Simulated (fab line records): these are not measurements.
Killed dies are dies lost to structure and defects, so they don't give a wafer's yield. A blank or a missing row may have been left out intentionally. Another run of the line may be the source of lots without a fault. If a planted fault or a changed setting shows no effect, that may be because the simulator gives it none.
Which tool was responsible? | flow nand harc | 36 wafers from 12 lots sampled at 6 of the route's 1302 steps

== WHAT THE GAUGES SHOWED, per wafer ==
NHARC_P_GATE_CD_MEAS_46: target cd 720 nm. Usual: cd nm 719.8 nm, standard deviation 1.9.
lot  | measured     | on        | cd nm (nm)        | flag
L126 | day 5 18:51  | cd sem-03 | 723.1 724.2 723.5 |
L127 | day 6 10:17  | cd sem-02 | 721.2 719.8 720.6 |
L131 | day 8 03:07  | cd sem-03 | 718.9 717.8 719.5 |
L132 | day 8 11:02  | cd sem-02 | 720.3 720.3 719.5 |
L134 | day 9 14:26  | cd sem-02 | 719.8 719.8 720.6 |
L135 | day 9 16:31  | cd sem-03 | 719.0 718.1 719.0 |
L136 | day 10 11:27 | cd sem-03 | 620.7 620.7 623.7 | OFF
L138 | day 11 11:04 | cd sem-01 | 716.3 717.9 718.4 |
L145 | day 13 21:27 | cd sem-03 | 719.5 719.3 719.1 |
L146 | day 14 08:08 | cd sem-01 | 721.6 721.3 721.7 |
L147 | day 14 14:52 | cd sem-03 | 718.2 721.1 718.0 |
L148 | day 15 00:46 | cd sem-02 | 722.9 723.3 723.1 |

NHARC_END_SORT_01. Usual: killed at array 55, standard deviation 22; killed at other 1.1, standard deviation 1.4; killed at periphery 4, standard deviation 3.2; killed dies 59, standard deviation 22; killed open 3.3, standard deviation 1.8; killed short 2.5, standard deviation 1.5.
lot  | measured     | on        | killed at array | killed at other | killed at periphery | killed dies | killed open | killed short | flag
L136 | day 29 07:24 | prober-01 | 19 14 28        | 2 0 3           | 71 86 70            | 92 100 101  | 3 1 4       | 6 0 3        | OFF

== EACH LOT AND THE TOOL THAT RAN IT (in order: tool; ch and the chambers of the sampled wafers; start) ==
lot  | NHARC_P_GATE_ETCH_32             | NHARC_P_GATE_EXPOSE_43            | NHARC_P_GATE_STRIP_111               | NHARC_P_GATE_STRIP_76
L126 | rie si-01 ch 0,1,3, day 5 05:33  | krf scanner-04 ch 0, day 5 18:42  | plasma asher-01 ch 0,1, day 5 19:23  | plasma asher-02 ch 0,1, day 8 03:03
L127 | rie si-04 ch 1,2, day 5 20:48    | krf scanner-04 ch 0, day 6 10:07  | plasma asher-02 ch 0,1, day 6 10:49  | plasma asher-02 ch 0,1, day 6 12:50
L131 | rie si-04 ch 1,2,3, day 7 13:38  | krf scanner-03 ch 0, day 8 02:58  | plasma asher-02 ch 0,1, day 8 03:52  | plasma asher-02 ch 0,1, day 8 05:50
L132 | rie si-03 ch 0,2,3, day 7 23:48  | krf scanner-04 ch 0, day 8 10:53  | plasma asher-01 ch 0,1, day 8 11:37  | plasma asher-01 ch 0, day 8 13:36
L134 | rie si-04 ch 0,1,2, day 9 03:00  | krf scanner-03 ch 0, day 9 14:17  | plasma asher-02 ch 0,1, day 9 14:58  | plasma asher-02 ch 0,1, day 9 17:00
L135 | rie si-04 ch 2,3, day 9 05:22    | krf scanner-03 ch 0, day 9 16:21  | plasma asher-01 ch 0,1, day 9 17:02  | plasma asher-01 ch 0,1, day 9 19:04
L136 | rie si-01 ch 0,1,3, day 10 00:07 | krf scanner-01 ch 0, day 10 11:17 | plasma asher-01 ch 0,1, day 10 12:02 | plasma asher-02 ch 0, day 10 14:01
L138 | rie si-04 ch 0,1,2, day 10 23:41 | krf scanner-04 ch 0, day 11 10:54 | plasma asher-01 ch 0,1, day 11 11:38 | plasma asher-01 ch 0,1, day 11 13:46
L145 | rie si-03 ch 1,3, day 13 10:09   | krf scanner-03 ch 0, day 13 21:18 | plasma asher-01 ch 0,1, day 13 22:04 | plasma asher-02 ch 0, day 13 23:56
L146 | rie si-01 ch 2,3, day 13 20:44   | krf scanner-01 ch 0, day 14 07:58 | plasma asher-02 ch 0,1, day 14 08:43 | plasma asher-01 ch 0,1, day 14 10:40
L147 | rie si-03 ch 2,3, day 14 03:31   | krf scanner-04 ch 0, day 14 14:43 | plasma asher-02 ch 0,1, day 14 15:31 | plasma asher-01 ch 0,1, day 14 17:22
L148 | rie si-04 ch 0,2, day 14 13:25   | krf scanner-01 ch 0, day 15 00:36 | plasma asher-01 ch 0,1, day 15 01:20 | plasma asher-01 ch 0,1, day 15 03:11
- NHARC_P_GATE_ETCH_32: etches the open film in HBr/Cl2, target depth 150 nm, time 100.1 s.
- NHARC_P_GATE_EXPOSE_43: exposes mask P NSD, target cd 720 nm.
- NHARC_P_GATE_STRIP_111: strips in N2/H2, time 250 s.
- NHARC_P_GATE_STRIP_76: strips in O2.

== WHAT THE TOOLS THEMSELVES READ (means of the sampled wafers that have a number; where no wafer has one, the mark that the record gives instead) ==
NHARC_P_GATE_ETCH_32. Usual: drypump motor current A 6.0 A, standard deviation 0.44; oes product au 0.998 a.u., standard deviation 0.01; throttle valve pct 26.405 %, standard deviation 0.009.
lot  | tool      | drypump motor current A (A) | oes product au (a.u.) | throttle valve pct (%) | flag
L126 | rie si-01 | 6.1                         | 1.009                 | 26.403                 |
L127 | rie si-04 | 6.1                         | 1.007                 | 26.405                 |
L131 | rie si-04 | 6.0                         | 0.999                 | 26.402                 |
L132 | rie si-03 | 5.9                         | 1.010                 | 26.401                 |
L134 | rie si-04 | 5.9                         | 0.991                 | 26.407                 |
L135 | rie si-04 | 5.8                         | 0.990                 | 26.400                 |
L136 | rie si-01 | 6.1                         | 0.999                 | 26.404                 |
L138 | rie si-04 | 5.9                         | 1.004                 | 26.408                 |
L145 | rie si-03 | 6.2                         | 1.001                 | 26.404                 |
L146 | rie si-01 | 6.4                         | 1.002                 | 26.403                 |
L147 | rie si-03 | 6.1                         | 0.999                 | 26.406                 |
L148 | rie si-04 | 5.6                         | 0.987                 | 26.402                 |

NHARC_P_GATE_EXPOSE_43. Usual: reticle temp C 23.00 C, standard deviation 0.099; stage vel mm s 499.94 mm/s, standard deviation 0.29.
lot  | tool           | reticle temp C (C) | stage vel mm s (mm/s) | flag
L126 | krf scanner-04 | 23.09              | 499.95                |
L127 | krf scanner-04 | 23.05              | 499.96                |
L131 | krf scanner-03 | 23.04              | 500.23                |
L132 | krf scanner-04 | 22.95              | 499.95                |
L134 | krf scanner-03 | 22.96              | 500.23                |
L135 | krf scanner-03 | 22.96              | 499.93                |
L136 | krf scanner-01 | 22.97              | 499.45                |
L138 | krf scanner-04 | 23.08              | 499.81                |
L145 | krf scanner-03 | 22.87              | 499.75                |
L146 | krf scanner-01 | 23.12              | 499.98                |
L147 | krf scanner-04 | 22.83              | 499.81                |
L148 | krf scanner-01 | 23.02              | 499.84                |

NHARC_P_GATE_STRIP_111. Usual: drypump motor current A 5.7 A, standard deviation 0.36; heater power w 92 W, standard deviation 4.6.
lot  | tool            | drypump motor current A (A) | heater power w (W) | flag
L126 | plasma asher-01 | 6.0                         | 88                 |
L127 | plasma asher-02 | 5.7                         | 97                 |
L131 | plasma asher-02 | 5.5                         | 94                 |
L132 | plasma asher-01 | 5.9                         | 88                 |
L134 | plasma asher-02 | 5.4                         | 95                 |
L135 | plasma asher-01 | 5.9                         | 87                 |
L136 | plasma asher-01 | 5.7                         | 92                 |
L138 | plasma asher-01 | 5.9                         | 88                 |
L145 | plasma asher-01 | 6.0                         | 87                 |
L146 | plasma asher-02 | 5.4                         | 95                 |
L147 | plasma asher-02 | 5.4                         | 93                 |
L148 | plasma asher-01 | 5.9                         | 88                 |

NHARC_P_GATE_STRIP_76. Usual: drypump motor current A 5.7 A, standard deviation 0.36; heater power w 344 W, standard deviation 19.
lot  | tool            | drypump motor current A (A) | heater power w (W) | flag
L126 | plasma asher-02 | 5.5                         | 351                |
L127 | plasma asher-02 | 5.7                         | 350                |
L131 | plasma asher-02 | 5.4                         | 349                |
L132 | plasma asher-01 | 6.1                         | 314                |
L134 | plasma asher-02 | 5.4                         | 352                |
L135 | plasma asher-01 | 5.7                         | 349                |
L136 | plasma asher-02 | 5.2                         | 352                |
L138 | plasma asher-01 | 5.9                         | 329                |
L145 | plasma asher-02 | 5.2                         | 347                |
L146 | plasma asher-01 | 5.7                         | 336                |
L147 | plasma asher-01 | 5.7                         | 346                |
L148 | plasma asher-01 | 5.7                         | 342                |

== THE ANSWER, worked out from the rows above alone ==
Rule: take the mean of a lot's wafers that have a number; if it is more than 3 standard deviations from the usual mean, the lot is off. Also off: a lot with no number at a reading for which 4 or more lots have one. Any other lot the step has rows for is counted as sound. The gauges are gone through in route order, then the tools' own readings, and for those a lot's mean is taken as printed above. The first step at which some lot is off is used, and at that step the reading that is off furthest; a lot without a number counts as furthest.
Off, at NHARC_P_GATE_CD_MEAS_46 on cd nm: L136.
A tool fits if, at a process step before that reading, it ran every lot that is off, and no sound lot after the first of them. The gauges at NHARC_P_GATE_CD_MEAS_46 aren't tried: what is off there is off at NHARC_END_SORT_01 too, on other tools, and a gauge's error can't cause that. None of those tried fits.

== WHAT THE SIMULATOR PUT IN ==
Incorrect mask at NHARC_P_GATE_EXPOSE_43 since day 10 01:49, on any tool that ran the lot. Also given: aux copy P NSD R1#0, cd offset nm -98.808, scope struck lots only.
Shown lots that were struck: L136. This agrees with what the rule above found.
